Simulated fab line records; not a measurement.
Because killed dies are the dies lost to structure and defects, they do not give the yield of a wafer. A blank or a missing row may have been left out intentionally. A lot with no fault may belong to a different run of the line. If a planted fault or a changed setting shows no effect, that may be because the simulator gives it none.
fab line records	flow nand_harc
[record] lots = 24	wafers = 72	last_day = 35
route steps=1302 shown P_ZERO_WELL@46 P_CONTACT@234 P_M0@263
lots that met no fault: from a run of the same line without faults
start_h: hours from the record's opening day to when the first of the lot's shown wafers began	wait_h: hours since the lot's step before	" unchanged from the row above	L1.1+2: a row that stands for several wafers	- no value, or no start given	* or withheld: withheld	< > ~ a bound
route shown NAME@n: a module of which the file shows steps, and the number in the route of the first	usual: mean/standard deviation of fault-free wafers	same: alike in all rows	chamber/n: place in a boat	sites: the reading at each site	_std_site: how widely they spread, as a standard deviation	_edge_site: mean of outer sites minus mean of inner sites	radius_mm: how far each site lies from the wafer's centre	mask NAME#n: copy n	behind: the last tool/chamber to shape the wafer	hold: the reason the lot was held/the length of the hold in hours/how it ended	device: transistor that didn't switch, given as n, p or np	end of line: tests of these same wafers at the route's end	step lacking rows: just its recipe	killed: not the wafer's yield, but the dies lost to structure and defects at the first sort	map: the dies of a wafer, with x for killed, . for not killed, _ for no die there
set.NAME: the setting the step ran with; set.NAME@STEP: the setting that earlier step ran with	model.NAME: the simulator's own value behind a step, which no gauge read
steps of the route over a sample of lots; a table a step, a row a wafer
services: when a tool's chamber went out of use (start_h, in hours from the record's first day, below 0 if earlier), for how many hours, and the reason
[[steps]]
[step NHARC_P_ZERO_WELL_DESCUM_39]
[recipe] time_s = 3	o2_flow_sccm = 200	ar_flow_sccm = 0	bias_power_w = 0	chemistry = O2
[usual] drypump_motor_current_A = 5.7/0.51	oes_product_au = 1.001/0.0073	rf_vpp_V = 57.7/0.97	showerhead_plenum_p_Torr = 1.90/0.074	throttle_valve_pct = 11.312/0.0098
lot.wafer	tool	chamber	start_h	wait_h	drypump_motor_current_A	oes_product_au	rf_hours_counter_h	rf_vpp_V	showerhead_plenum_p_Torr	throttle_valve_pct
L074.3	rie_diel-07	2	24.31	-	5.9	0.989	23	58.0	1.93	11.301
L074.2	"	3	"	"	6.1	1.012	24	57.8	1.88	11.308
L074.6	"	1	"	"	5.7	0.983	-	57.7	1.91	11.318
L075.1	rie_diel-10	0	34.48	-	6.3	1.000	48	57.2	1.95	11.314
L075.4	"	1	"	"	5.1	1.001	41	56.8	1.88	11.318
L075.5	"	0	"	"	6.3	1.013	-	58.9	1.95	11.299
L076.3	rie_diel-07	3	44.25	-	6.1	0.999	32	58.8	1.88	11.319
L076.4	"	0	"	"	6.5	1.000	34	57.6	2.06	11.316
L076.1	"	2	"	"	5.9	0.994	31	58.5	1.93	11.319
L077.4	rie_diel-04	3	57.49	-	6.2	1.010	15	58.6	1.99	11.315
L077.3	"	1	"	"	4.9	1.010	10	58.0	1.82	11.295
L077.6	"	0	"	"	4.6	1.007	-	56.1	1.78	11.292
L078.1	rie_diel-04	1	64.38	-	4.9	0.991	12	57.3	1.82	11.321
L078.4	"	3	"	"	6.2	0.992	17	58.8	1.99	11.314
L078.6	"	1	"	"	4.9	1.018	-	56.5	1.82	11.318
L079.1	rie_diel-04	2	74.13	-	5.7	1.005	18	57.5	1.90	11.294
L079.2	"	0	"	"	4.6	1.009	22	59.2	1.78	11.298
L079.4	"	1	"	"	4.9	1.016	15	56.0	1.82	11.317
L080.4	rie_diel-07	1	84.44	-	5.7	1.004	43	58.0	1.90	11.286
L080.5	"	1	"	"	5.7	0.994	-	58.8	1.90	11.314
L080.6	"	2	"	"	5.9	1.001	-	58.2	1.93	11.296
L081.2	rie_diel-07	0	94.69	-	6.5	0.997	51	57.2	2.06	11.315
L081.6	"	1	"	"	5.7	1.005	-	58.2	1.90	11.314
L081.5	"	2	"	"	5.9	1.005	-	57.2	1.93	11.321
L082.2	rie_diel-10	2	104.35	-	5.9	1.004	10	55.7	1.82	11.301
L082.4	"	3	"	"	5.6	0.998	11	56.9	1.86	11.323
L082.1	"	1	"	"	5.2	1.015	9	58.1	1.88	11.316
L083.2	rie_diel-10	3	114.30	-	5.5	1.005	11	57.3	1.86	11.311
L083.3	"	0	"	"	6.3	1.010	10	56.4	1.95	11.328
L083.4	"	1	"	"	5.2	0.987	10	58.8	1.88	11.321
L084.3	rie_diel-04	1	124.46	-	4.9	1.009	36	56.6	1.81	11.329
L084.1	"	0	"	"	4.6	1.002	44	57.2	1.78	11.313
L084.5	"	3	"	"	6.2	1.005	-	60.0	1.98	11.313
L085.2	rie_diel-07	2	134.19	-	5.9	0.994	2	57.7	1.92	11.314
L085.3	"	3	"	"	6.1	1.006	2	56.8	1.87	11.299
L085.6	"	2	"	"	5.9	0.985	-	57.5	1.92	11.312
L086.4	rie_diel-10	1	144.27	-	5.2	0.993	19	57.8	1.87	11.307
L086.3	"	3	"	"	5.6	1.006	21	57.8	1.86	11.307
L086.5	"	2	"	"	5.9	0.991	-	55.3	1.82	11.313
L087.4	rie_diel-07	2	154.30	-	5.9	0.994	6	57.5	1.92	11.317
L087.2	"	0	"	"	6.5	1.001	5	59.9	2.06	11.325
L087.5	"	2	"	"	5.9	0.999	-	57.6	1.92	11.309
L088.1	rie_diel-04	2	164.32	-	5.8	0.995	49	59.0	1.89	11.305
L088.4	"	1	"	"	4.9	0.997	54	55.5	1.81	11.330
L088.5	"	3	"	"	6.2	1.005	-	57.5	1.98	11.295
L089.1	rie_diel-07	3	175.39	-	6.0	1.017	12	56.1	1.87	11.331
L089.2	"	0	"	"	6.5	1.014	14	59.5	2.05	11.324
L089.3	"	1	"	"	5.7	1.008	11	56.9	1.90	11.325
L090.1	rie_diel-10	0	184.63	-	6.2	1.008	35	58.9	1.94	11.325
L090.6	"	1	"	"	5.2	1.003	-	58.2	1.87	11.314
L090.5	"	2	"	"	5.9	0.994	-	57.3	1.82	11.309
L091.4	rie_diel-07	2	194.43	-	5.9	0.993	20	58.9	1.92	11.308
L091.3	"	0	"	"	6.5	0.999	22	58.6	2.05	11.324
L091.6	"	1	"	"	5.7	0.998	-	57.2	1.89	11.300
L092.3	rie_diel-04	2	204.39	-	5.7	0.998	2	57.4	1.89	11.321
L092.1	"	3	"	"	6.2	1.000	2	57.8	1.98	11.320
L092.6	"	2	"	"	5.8	1.009	-	57.8	1.89	11.306
L093.3	rie_diel-04	3	214.24	-	6.2	0.995	5	59.0	1.98	11.310
L093.6	"	3	"	"	6.1	0.999	-	58.9	1.98	11.322
L093.5	"	0	"	"	4.6	1.004	-	60.0	2.07	11.310
L094.4	rie_diel-10	1	224.51	-	5.2	1.002	47	57.8	1.86	11.309
L094.6	"	1	"	"	5.1	1.005	-	56.7	1.86	11.308
L094.5	"	2	"	"	5.9	0.999	-	56.9	1.81	11.300
L095.2	rie_diel-10	2	234.71	-	5.9	1.005	49	57.4	1.81	11.305
L095.1	"	0	"	"	6.3	1.009	49	58.7	1.93	11.306
L095.5	"	2	"	"	5.9	0.996	-	57.6	1.81	11.304
L096.3	rie_diel-07	0	244.47	-	6.5	1.011	37	58.7	2.05	11.316
L096.1	"	1	"	"	5.7	0.999	32	57.7	1.89	11.303
L096.2	"	3	"	"	6.1	1.017	38	57.7	1.86	11.311
L097.3	rie_diel-10	1	254.29	-	5.2	1.003	1	58.0	1.86	11.302
L097.2	"	2	"	"	6.0	1.002	1	56.9	1.81	11.302
L097.5	"	1	"	"	5.2	0.992	-	56.3	1.86	11.303
[step NHARC_P_CONTACT_INSPECT_14]
[usual] raw_defect_count = 3.8/1.9
lot.wafer	tool	chamber	start_h	wait_h	raw_defect_count
L074.2	defect_inspect-02	-	118.84	0.0	1
L074.3	"	-	"	"	2
L074.6	"	-	"	"	2
L075.1	defect_inspect-02	-	125.02	0.0	3
L075.4	"	-	"	"	5
L075.5	"	-	"	"	3
L076.1	defect_inspect-02	-	136.21	0.0	3
L076.3	"	-	"	"	7
L076.4	"	-	"	"	5
L077.3	defect_inspect-02	-	150.44	0.0	2
L077.4	"	-	"	"	3
L077.6	"	-	"	"	1
L078.1	defect_inspect-01	-	159.62	0.0	5
L078.4	"	-	"	"	4
L078.6	"	-	"	"	1
L079.1	defect_inspect-01	-	166.60	0.0	4
L079.2	"	-	"	"	4
L079.4	"	-	"	"	5
L080.4	defect_inspect-01	-	177.81	0.0	2
L080.5	"	-	"	"	3
L080.6	"	-	"	"	3
L081.2	defect_inspect-02	-	192.14	0.1	7
L081.5	"	-	"	"	4
L081.6	"	-	"	"	1
L082.1	defect_inspect-01	-	194.22	0.0	0
L082.2	"	-	"	"	2
L082.4	"	-	"	"	2
L083.2	defect_inspect-01	-	206.99	0.0	4
L083.3	"	-	"	"	7
L083.4	"	-	"	"	6
L084.1	defect_inspect-01	-	213.26	0.0	1
L084.3	"	-	"	"	3
L084.5	"	-	"	"	3
L085.2	defect_inspect-02	-	231.01	0.0	5
L085.3	"	-	"	"	4
L085.6	"	-	"	"	5
L086.3	defect_inspect-02	-	232.11	0.0	3
L086.4	"	-	"	"	3
L086.5	"	-	"	"	3
L087.2	defect_inspect-02	-	250.41	0.0	8
L087.4	"	-	"	"	6
L087.5	"	-	"	"	5
L089.1	defect_inspect-02	-	264.60	0.0	5
L089.2	"	-	"	"	4
L089.3	"	-	"	"	5
L088.1	defect_inspect-01	-	265.39	0.0	6
L088.4	"	-	"	"	5
L088.5	"	-	"	"	1
L090.1	defect_inspect-01	-	281.07	0.0	3
L090.5	"	-	"	"	3
L090.6	"	-	"	"	0
L091.3	defect_inspect-02	-	286.04	0.0	4
L091.4	"	-	"	"	1
L091.6	"	-	"	"	3
L092.1	defect_inspect-01	-	292.86	0.0	8
L092.3	"	-	"	"	5
L092.6	"	-	"	"	1
L093.3	defect_inspect-01	-	311.80	0.0	3
L093.5	"	-	"	"	7
L093.6	"	-	"	"	4
L094.4	defect_inspect-01	-	316.03	0.0	2
L094.5	"	-	"	"	2
L094.6	"	-	"	"	3
L095.1	defect_inspect-02	-	324.29	0.0	3
L095.2	"	-	"	"	2
L095.5	"	-	"	"	2
L096.1	defect_inspect-01	-	337.75	0.0	4
L096.2	"	-	"	"	2
L096.3	"	-	"	"	5
L097.2	defect_inspect-02	-	356.13	0.0	3
L097.3	"	-	"	"	3
L097.5	"	-	"	"	4
[step NHARC_P_CONTACT_ETCH_35]
[recipe] target_depth_a = 390	over_etch_frac = 0.3	time_s = 65	ion_energy_ev = 80	cf4_flow_sccm = 150	ar_flow_sccm = 0	rf_w = 300	bias_w = 100	chemistry = CF4
[usual] drypump_motor_current_A = 5.5/0.44	oes_product_au = 0.999/0.0071	rf_vpp_V = 151.1/1.1	showerhead_plenum_p_Torr = 1.76/0.068	throttle_valve_pct = 13.284/0.0093
[same] over_etch_frac = 0.3
lot.wafer	tool	chamber	start_h	wait_h	drypump_motor_current_A	oes_product_au	rf_hours_counter_h	rf_vpp_V	showerhead_plenum_p_Torr	throttle_valve_pct
L074.3	rie_diel-11	2	119.00	0.1	4.9	1.009	2.7	151.7	1.68	13.301
L074.2	"	3	"	"	6.2	1.004	1.3	148.8	1.70	13.278
L074.6	"	2	"	"	4.9	0.994	-	150.5	1.68	13.288
L075.1	rie_diel-06	2	125.16	0.1	5.3	0.998	3.7	151.9	1.74	13.286
L075.4	"	3	"	"	6.1	1.001	3.3	150.9	1.73	13.284
L075.5	"	2	"	"	5.3	0.994	-	151.9	1.74	13.306
L076.3	rie_diel-03	1	136.36	0.1	5.7	1.004	0.2	152.5	1.80	13.285
L076.1	"	2	"	"	5.0	0.992	0.2	150.8	1.70	13.270
L076.4	"	0	"	"	6.0	1.000	0.1	152.2	1.74	13.287
L077.4	rie_diel-03	1	150.58	0.1	5.7	1.000	0.8	150.8	1.80	13.301
L077.3	"	2	"	"	5.0	1.005	0.8	150.7	1.70	13.293
L077.6	"	1	"	"	5.7	0.999	-	151.0	1.80	13.273
L078.1	rie_diel-06	3	159.79	0.1	6.1	1.003	0.4	150.9	1.73	13.278
L078.6	"	3	"	"	6.1	0.991	-	151.7	1.73	13.280
L078.4	"	0	"	"	5.1	1.005	-	151.0	1.90	13.288
L079.4	rie_diel-11	1	166.76	0.1	5.3	1.004	4.4	152.7	1.87	13.275
L079.1	"	2	"	"	4.9	1.007	4.2	149.9	1.68	13.287
L079.2	"	3	"	"	6.2	1.006	3.0	150.5	1.70	13.278
L080.4	rie_diel-06	0	177.95	0.1	5.1	0.999	1.1	152.2	1.90	13.298
L080.6	"	0	"	"	5.1	1.001	-	151.9	1.90	13.293
L080.5	"	1	"	"	5.4	0.982	-	150.7	1.72	13.276
L081.2	rie_diel-06	0	192.28	0.1	5.1	1.010	1.8	152.9	1.90	13.291
L081.5	"	0	"	"	5.1	1.011	-	152.1	1.90	13.276
L081.6	"	1	"	"	5.4	1.000	-	151.4	1.72	13.301
L082.2	rie_diel-06	3	194.38	0.1	6.1	1.008	2.0	151.2	1.73	13.286
L082.4	"	0	"	"	5.1	1.005	2.1	151.8	1.90	13.286
L082.1	"	1	"	"	5.4	0.998	2.2	150.1	1.72	13.268
L083.2	rie_diel-03	0	207.13	0.1	6.0	1.001	1.9	152.9	1.74	13.289
L083.4	"	1	"	"	5.7	0.995	2.2	151.2	1.80	13.290
L083.3	"	2	"	"	5.0	0.992	2.1	150.2	1.70	13.289
L084.1	rie_diel-06	2	213.41	0.1	5.3	0.999	2.3	149.7	1.74	13.290
L084.3	"	0	"	"	5.1	1.010	2.6	151.8	1.90	13.272
L084.5	"	3	"	"	6.1	0.987	-	151.3	1.73	13.285
L085.2	rie_diel-03	1	231.16	0.1	5.7	0.999	2.8	152.6	1.80	13.276
L085.3	"	3	"	"	4.9	0.991	2.5	151.6	1.80	13.273
L085.6	"	1	"	"	5.7	0.991	-	150.6	1.80	13.285
L086.3	rie_diel-06	1	232.26	0.1	5.4	0.995	3.5	150.2	1.72	13.277
L086.4	"	3	"	"	6.1	1.005	3.2	151.6	1.73	13.293
L086.5	"	1	"	"	5.4	0.999	-	151.7	1.72	13.283
L087.4	rie_diel-03	3	250.56	0.1	5.0	0.999	3.1	152.2	1.80	13.281
L087.2	"	0	"	"	6.0	1.005	3.2	150.1	1.74	13.281
L087.5	"	0	"	"	6.0	1.004	-	150.5	1.74	13.262
L089.2	rie_diel-11	1	264.77	0.1	5.3	0.993	0.0	151.7	1.86	13.296
L089.1	"	3	"	"	6.2	1.004	0.0	150.8	1.70	13.287
L089.3	"	0	"	"	6.1	0.997	0.0	150.6	1.71	13.288
L088.4	rie_diel-06	1	265.53	0.1	5.4	0.984	4.5	149.3	1.72	13.285
L088.1	"	2	"	"	5.3	0.990	3.8	150.6	1.74	13.288
L088.5	"	1	"	"	5.4	0.992	-	151.2	1.72	13.273
L090.1	rie_diel-11	2	281.22	0.1	4.9	1.002	0.0	150.6	1.68	13.298
L090.6	"	1	"	"	5.3	1.001	-	153.4	1.86	13.280
L090.5	"	2	"	"	4.9	1.002	-	150.9	1.68	13.284
L091.4	rie_diel-11	3	286.18	0.1	6.2	0.997	1.2	150.3	1.70	13.279
L091.3	"	1	"	"	5.3	1.001	1.4	150.8	1.86	13.287
L091.6	"	0	"	"	6.1	1.005	-	150.9	1.71	13.290
L092.3	rie_diel-03	1	293.01	0.1	5.8	1.001	0.0	151.6	1.80	13.265
L092.1	"	3	"	"	5.0	1.019	0.0	149.4	1.80	13.284
L092.6	"	1	"	"	5.8	1.002	-	150.1	1.80	13.291
L093.3	rie_diel-11	3	311.96	0.1	6.1	0.990	2.8	150.5	1.70	13.288
L093.6	"	1	"	"	5.3	1.002	-	152.7	1.86	13.288
L093.5	"	2	"	"	4.8	0.998	-	149.9	1.68	13.294
L094.4	rie_diel-11	0	316.18	0.1	6.1	1.000	3.1	151.8	1.70	13.286
L094.5	"	3	"	"	6.2	0.992	-	150.8	1.70	13.290
L094.6	"	0	"	"	6.1	0.991	-	150.9	1.70	13.283
L095.2	rie_diel-11	2	324.45	0.1	4.9	1.007	2.8	149.7	1.68	13.284
L095.1	"	3	"	"	6.2	0.999	3.8	151.3	1.70	13.289
L095.5	"	0	"	"	6.1	1.002	-	150.9	1.70	13.293
L096.1	rie_diel-06	2	337.90	0.1	5.3	1.000	0.4	149.8	1.74	13.280
L096.3	"	0	"	"	5.0	1.007	0.4	154.6	1.90	13.299
L096.2	"	1	"	"	5.4	1.004	0.4	151.4	1.72	13.259
L097.3	rie_diel-06	2	356.30	0.1	5.3	0.991	1.1	153.0	1.74	13.270
L097.2	"	0	"	"	5.1	0.999	1.0	153.1	1.90	13.289
L097.5	"	2	"	"	5.3	1.000	-	152.8	1.74	13.290
[step NHARC_P_CONTACT_CVD_23]
[recipe] target_thk_a = 2000	temp_c = 300	pressure_torr = 40	wf6_flow_sccm = 40	h2_flow_sccm = 1600	ar_flow_sccm = 1560	time_s = 557	material = W
[usual] heater_power_outer_w = 261/22	heater_power_w = 477/22	throttle_valve_pct = 7.98/0.21
lot.wafer	tool	chamber	start_h	wait_h	heater_power_outer_w	heater_power_w	throttle_valve_pct
L074.2	cvd_w-02	1	-	-	265	479	7.78
L074.3	"	1	"	"	272	475	8.06
L074.6	"	1	"	"	281	474	8.07
L075.1	cvd_w-02	0	-	-	251	448	7.71
L075.4	"	1	"	"	270	489	8.17
L075.5	"	0	"	"	245	451	8.01
L076.1	cvd_w-02	0	-	-	246	445	7.53
L076.3	"	0	"	"	249	449	7.90
L076.4	"	1	"	"	265	480	7.89
L077.3	cvd_w-02	0	-	-	250	461	7.50
L077.4	"	1	"	"	267	476	7.96
L077.6	"	1	"	"	267	491	7.97
L078.1	cvd_w-01	1	-	-	306	539	8.00
L078.4	"	1	"	"	310	533	8.02
L078.6	"	0	"	"	225	461	7.99
L079.1	cvd_w-02	1	-	-	268	481	7.79
L079.2	"	0	"	"	250	445	7.75
L079.4	"	0	"	"	244	457	8.09
L080.4	cvd_w-02	0	-	-	249	458	7.99
L080.6	"	0	"	"	249	466	7.85
L080.5	"	1	"	"	268	490	7.90
L081.2	cvd_w-02	1	-	-	269	487	8.41
L081.6	"	0	"	"	253	453	7.68
L081.5	"	1	"	"	269	491	7.72
L082.1	cvd_w-02	0	-	-	237	471	7.76
L082.2	"	1	"	"	270	477	8.35
L082.4	"	1	"	"	268	483	8.20
L083.2	cvd_w-01	1	-	-	296	520	8.30
L083.4	"	0	"	"	221	464	7.92
L083.3	"	1	"	"	293	513	8.28
L084.1	cvd_w-01	0	-	-	228	458	7.90
L084.3	"	0	"	"	227	457	7.79
L084.5	"	0	"	"	227	476	7.46
L085.2	cvd_w-02	1	-	-	270	476	8.10
L085.3	"	0	"	"	246	461	7.83
L085.6	"	0	"	"	249	461	7.92
L086.4	cvd_w-01	1	-	-	297	508	8.16
L086.3	"	0	"	"	225	472	8.14
L086.5	"	0	"	"	232	472	8.15
L087.2	cvd_w-02	1	-	-	265	475	7.89
L087.4	"	0	"	"	253	467	7.95
L087.5	"	1	"	"	268	483	8.43
L089.2	cvd_w-01	0	-	-	231	465	7.87
L089.1	"	1	"	"	290	516	8.18
L089.3	"	0	"	"	234	452	7.84
L088.1	cvd_w-02	1	-	-	269	475	7.89
L088.4	"	0	"	"	249	445	8.16
L088.5	"	1	"	"	269	477	8.18
L090.1	cvd_w-02	0	-	-	255	470	7.68
L090.6	"	0	"	"	252	474	7.89
L090.5	"	1	"	"	268	463	8.14
L091.3	cvd_w-01	1	-	-	290	512	8.40
L091.4	"	0	"	"	227	467	7.91
L091.6	"	1	"	"	300	501	8.26
L092.1	cvd_w-02	1	-	-	268	468	8.00
L092.3	"	1	"	"	263	463	8.06
L092.6	"	1	"	"	271	456	8.43
L093.3	cvd_w-01	1	-	-	295	507	8.09
L093.6	"	1	"	"	299	515	8.02
L093.5	"	0	"	"	232	482	7.90
L094.4	cvd_w-01	1	-	-	297	538	8.25
L094.5	"	0	"	"	226	464	7.83
L094.6	"	1	"	"	295	509	8.31
L095.1	cvd_w-02	0	-	-	255	479	7.59
L095.2	"	0	"	"	255	462	7.77
L095.5	"	0	"	"	251	472	7.85
L096.1	cvd_w-02	0	-	-	257	460	7.79
L096.2	"	1	"	"	267	477	8.00
L096.3	"	1	"	"	262	454	8.08
L097.2	cvd_w-01	0	-	-	236	465	8.28
L097.3	"	0	"	"	231	476	7.60
L097.5	"	1	"	"	300	514	8.22
[step NHARC_P_M0_CD_MEAS_09]
[recipe] target_cd_nm = 90	landing_energy_ev = 500
[usual] cd_nm = 90.1/0.54
lot.wafer	tool	chamber	start_h	wait_h	cd_nm
L074.2	cd_sem-03	0	123.47	-	90.1
L074.3	"	0	"	"	89.2
L074.6	"	0	"	"	90.1
L075.1	cd_sem-03	0	129.06	-	89.8
L075.4	"	0	"	"	90.6
L075.5	"	0	"	"	90.0
L076.1	cd_sem-03	0	144.14	-	89.1
L076.3	"	0	"	"	90.2
L076.4	"	0	"	"	90.3
L077.3	cd_sem-01	0	154.34	-	89.5
L077.4	"	0	"	"	89.2
L077.6	"	0	"	"	89.3
L078.1	cd_sem-03	0	163.67	-	90.2
L078.4	"	0	"	"	90.0
L078.6	"	0	"	"	89.8
L079.1	cd_sem-01	0	170.62	-	89.6
L079.2	"	0	"	"	89.3
L079.4	"	0	"	"	89.4
L080.4	cd_sem-01	0	181.89	-	89.3
L080.5	"	0	"	"	89.3
L080.6	"	0	"	"	89.3
L081.2	cd_sem-02	0	198.31	-	89.4
L081.5	"	0	"	"	90.0
L081.6	"	0	"	"	90.7
L082.1	cd_sem-03	0	198.34	-	91.5
L082.2	"	0	"	"	90.9
L082.4	"	0	"	"	91.0
L083.2	cd_sem-01	0	210.97	-	90.6
L083.3	"	0	"	"	90.2
L083.4	"	0	"	"	90.3
L084.1	cd_sem-03	0	217.21	-	90.2
L084.3	"	0	"	"	89.6
L084.5	"	0	"	"	89.3
L085.2	cd_sem-02	0	235.13	-	90.8
L085.3	"	0	"	"	90.6
L085.6	"	0	"	"	90.4
L086.3	cd_sem-02	0	236.14	-	90.6
L086.4	"	0	"	"	90.5
L086.5	"	0	"	"	90.3
L087.2	cd_sem-03	0	254.46	-	90.6
L087.4	"	0	"	"	90.6
L087.5	"	0	"	"	90.6
L089.1	cd_sem-03	0	268.85	-	89.7
L089.2	"	0	"	"	89.9
L089.3	"	0	"	"	90.4
L088.1	cd_sem-03	0	269.30	-	89.9
L088.4	"	0	"	"	90.7
L088.5	"	0	"	"	90.0
L090.1	cd_sem-03	0	284.98	-	90.1
L090.5	"	0	"	"	89.3
L090.6	"	0	"	"	90.6
L091.3	cd_sem-03	0	289.96	-	89.7
L091.4	"	0	"	"	89.1
L091.6	"	0	"	"	89.4
L092.1	cd_sem-02	0	296.89	-	90.5
L092.3	"	0	"	"	90.0
L092.6	"	0	"	"	90.7
L093.3	cd_sem-03	0	315.87	-	90.8
L093.5	"	0	"	"	90.2
L093.6	"	0	"	"	90.5
L094.4	cd_sem-01	0	320.18	-	89.9
L094.5	"	0	"	"	90.0
L094.6	"	0	"	"	90.3
L095.1	cd_sem-02	0	328.86	-	90.4
L095.2	"	0	"	"	90.2
L095.5	"	0	"	"	90.5
L096.1	cd_sem-03	0	341.80	-	89.8
L096.2	"	0	"	"	89.4
L096.3	"	0	"	"	90.3
L097.2	cd_sem-03	0	360.23	-	89.5
L097.3	"	0	"	"	89.2
L097.5	"	0	"	"	90.1
[step NHARC_P_M0_OVL_MEAS_10]
[recipe] pitch_nm = 180
[usual] overlay_x_nm = -0.2/0.78	overlay_y_nm = -0.1/0.75
lot.wafer	tool	chamber	start_h	wait_h	overlay_x_nm	overlay_y_nm
L074.2	overlay-01	-	123.56	-	-1.5	-1.0
L074.3	"	-	"	"	-1.5	-0.9
L074.6	"	-	"	"	-1.9	-0.3
L075.1	overlay-02	-	129.14	-	0.2	-0.5
L075.4	"	-	"	"	0.7	-0.7
L075.5	"	-	"	"	0.1	-0.7
L076.1	overlay-01	-	144.23	-	-0.1	-0.1
L076.3	"	-	"	"	0.8	0.1
L076.4	"	-	"	"	0.3	-0.3
L077.3	overlay-01	-	154.43	-	0.6	0.6
L077.4	"	-	"	"	0.1	-0.2
L077.6	"	-	"	"	-0.1	0.1
L078.1	overlay-01	-	163.76	-	0.4	0.2
L078.4	"	-	"	"	0.4	-0.1
L078.6	"	-	"	"	-0.3	0.1
L079.1	overlay-02	-	170.71	-	0.0	0.0
L079.2	"	-	"	"	0.3	0.6
L079.4	"	-	"	"	0.0	-0.1
L080.4	overlay-01	-	181.97	-	-0.5	0.3
L080.5	"	-	"	"	-0.5	-0.1
L080.6	"	-	"	"	-0.6	-0.4
L081.2	overlay-02	-	198.40	-	0.5	1.2
L081.5	"	-	"	"	0.3	0.5
L081.6	"	-	"	"	0.1	1.3
L082.1	overlay-01	-	198.43	-	-0.3	0.2
L082.2	"	-	"	"	0.0	0.4
L082.4	"	-	"	"	-0.2	1.3
L083.2	overlay-02	-	211.06	-	0.4	0.1
L083.3	"	-	"	"	0.5	0.2
L083.4	"	-	"	"	0.3	-0.5
L084.1	overlay-01	-	217.29	-	0.4	0.4
L084.3	"	-	"	"	0.3	-0.1
L084.5	"	-	"	"	0.5	0.0
L085.2	overlay-02	-	235.21	-	-1.4	-1.4
L085.3	"	-	"	"	-2.4	-0.8
L085.6	"	-	"	"	-2.4	-1.0
L086.3	overlay-02	-	236.22	-	-0.3	0.8
L086.4	"	-	"	"	-0.3	1.3
L086.5	"	-	"	"	-0.6	1.0
L087.2	overlay-01	-	254.54	-	-0.7	-0.2
L087.4	"	-	"	"	-0.1	-0.2
L087.5	"	-	"	"	-0.4	-0.4
L089.1	overlay-02	-	268.94	-	-1.6	1.4
L089.2	"	-	"	"	-0.6	0.4
L089.3	"	-	"	"	-0.4	1.0
L088.1	overlay-02	-	269.39	-	0.1	-0.1
L088.4	"	-	"	"	0.5	-0.2
L088.5	"	-	"	"	0.6	-0.3
L090.1	overlay-01	-	285.07	-	0.6	-1.1
L090.5	"	-	"	"	0.5	-0.9
L090.6	"	-	"	"	0.8	-1.4
L091.3	overlay-01	-	290.05	-	-0.8	-2.2
L091.4	"	-	"	"	-1.3	-1.4
L091.6	"	-	"	"	-0.9	-2.4
L092.1	overlay-02	-	296.98	-	-1.0	-0.4
L092.3	"	-	"	"	-0.6	-0.8
L092.6	"	-	"	"	-0.7	-0.2
L093.3	overlay-02	-	315.96	-	-0.1	-1.1
L093.5	"	-	"	"	0.1	-0.7
L093.6	"	-	"	"	-0.2	-1.1
L094.4	overlay-02	-	320.26	-	-1.3	0.5
L094.5	"	-	"	"	-1.1	0.6
L094.6	"	-	"	"	-1.4	0.6
L095.1	overlay-01	-	328.95	-	0.1	0.6
L095.2	"	-	"	"	0.4	0.8
L095.5	"	-	"	"	0.5	-0.1
L096.1	overlay-01	-	341.89	-	-0.8	0.3
L096.2	"	-	"	"	-1.5	-0.1
L096.3	"	-	"	"	-0.8	0.0
L097.2	overlay-02	-	360.31	-	0.9	0.5
L097.3	"	-	"	"	0.4	0.9
L097.5	"	-	"	"	0.2	0.3
[[services]]
tool	chamber	start_h	hours	kind
cvd_w-01	-	4.00	13.0	pm
cvd_w-01	-	44.93	0.6	repair
rie_diel-06	3	49.11	5.5	repair
rie_diel-06	-	80.18	7.3	repair
cvd_w-02	-	88.00	13.0	pm
cvd_w-02	0	106.12	16.8	repair
rie_diel-07	-	117.20	9.0	pm
rie_diel-06	-	130.20	9.0	pm
rie_diel-06	2	141.35	3.8	repair
rie_diel-07	1	141.65	5.9	repair
cvd_w-02	-	148.51	0.4	repair
rie_diel-06	2	149.20	1.6	repair
rie_diel-06	2	158.74	5.1	repair
cvd_w-01	-	185.00	13.0	pm
rie_diel-06	3	239.75	6.7	repair
rie_diel-06	0	256.67	4.6	repair
cvd_w-02	-	269.00	13.0	pm
cvd_w-01	-	274.21	1.1	repair
rie_diel-07	1	281.08	8.1	repair
rie_diel-06	-	283.70	0.5	repair
rie_diel-07	-	294.20	9.0	pm
rie_diel-06	-	307.20	9.0	pm
cvd_w-02	1	325.85	7.7	repair
cvd_w-01	1	352.58	4.8	repair
[[key]]
fault none
